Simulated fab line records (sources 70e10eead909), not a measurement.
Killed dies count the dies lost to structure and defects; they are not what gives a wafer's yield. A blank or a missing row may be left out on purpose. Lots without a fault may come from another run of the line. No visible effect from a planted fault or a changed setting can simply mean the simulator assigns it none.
A struck lot beside a sound one + flow nand harc + 14 steps out of a route of 1302
Sound: wafers L625.3, L625.4, L625.6. The struck wafers were L637.3, L637.4, L637.6. At the end, the cause is stated.
Per side, at each step with rows, come the tool, then ch with its chambers, and then its first start. Under that, the readings that differ: sound wafers + struck wafers + difference of the means + sigmas: that difference in standard deviations of wafers without a fault.
alike: words and numbers the same on both sides, and readings whose means are apart by under 2 such deviations; not compared: readings that were withheld, readings missing a value for some wafer, numbers with overlapping values and no deviation given by the record, and bounds like >300 which may hide the same value.
The two part at a step that has a row with sigmas, a row that says differs or no value, or rows on one side only. Numbers that have no deviation but don't overlap get no sigmas and don't part them. Lack of a reading on every wafer of one side parts them only where that side has two or more wafers.

first, 5 steps without rows for these wafers: NHARC_P_GATE_SOFTBAKE_86 (time 95 s); NHARC_P_GATE_EBR_87; NHARC_P_GATE_EXPOSE_88 (exposes mask P HVN, target cd 2000 nm); NHARC_P_GATE_PEB_89 (peb time 85 s); NHARC_P_GATE_DEVELOP_90 (time 70 s).
NHARC_P_GATE_CD_MEAS_91: the cd target is 2000 nm.
  sound on cd sem-01 ch 0, day 6 05:59; struck on cd sem-02 ch 0, day 11 07:49
  alike: cd nm
then, 1 step without rows for these wafers: NHARC_P_GATE_HARDBAKE_92 (time 80 s).
NHARC_P_GATE_DESCUM_93: chemistry O2, time 3 s.
  sound on rie diel-12 ch 1,2,3, day 6 06:08; struck on rie diel-10 ch 0,1,2, day 11 07:59
  alike: drypump motor current A, mfc ar sccm, oes product au, rf vpp V, showerhead plenum p Torr, throttle valve pct
  not compared: rf hours counter h
after that, 1 step had no rows for these wafers: NHARC_P_GATE_IMPLANT_94.
NHARC_P_GATE_STRIP_113: strips in N2/H2, time 740 s.
  sound on plasma asher-01 ch 0,1, day 6 06:45; struck on plasma asher-01 ch 0,1, day 11 08:34
  alike: drypump motor current A, heater power w
  not compared: rf hours counter h
NHARC_P_GATE_STRIP_95: strips in O2.
  sound on plasma asher-01 ch 0,1, day 6 07:14; struck on plasma asher-01 ch 0,1, day 11 09:04
  alike: drypump motor current A, heater power w
  not compared: rf hours counter h
then, 1 step without rows for these wafers: NHARC_P_GATE_STRIP_96 (strips in SPM, time 900 s).
NHARC_P_GATE_RTA_64: time 1 s.
  sound on rtp anneal-01 ch 0, day 6 07:50; struck on rtp anneal-01, day 11 09:41
  no value came back on the struck wafers for anneal temp c max, lamp power pct (%), lamp_zone_5_pct (%), wafer_temp_C_max; on the sound wafers anneal temp c max reads 1053.9 1054.4 1054.5
then, 1 step without rows for these wafers: NHARC_P_GATE_ETCH_77 (etches SiO2 in dHF, target depth 6 nm).

== WHERE THEY PART ==
Within this record, at NHARC_P_GATE_RTA_64 only.

WHY: what the simulator had put in
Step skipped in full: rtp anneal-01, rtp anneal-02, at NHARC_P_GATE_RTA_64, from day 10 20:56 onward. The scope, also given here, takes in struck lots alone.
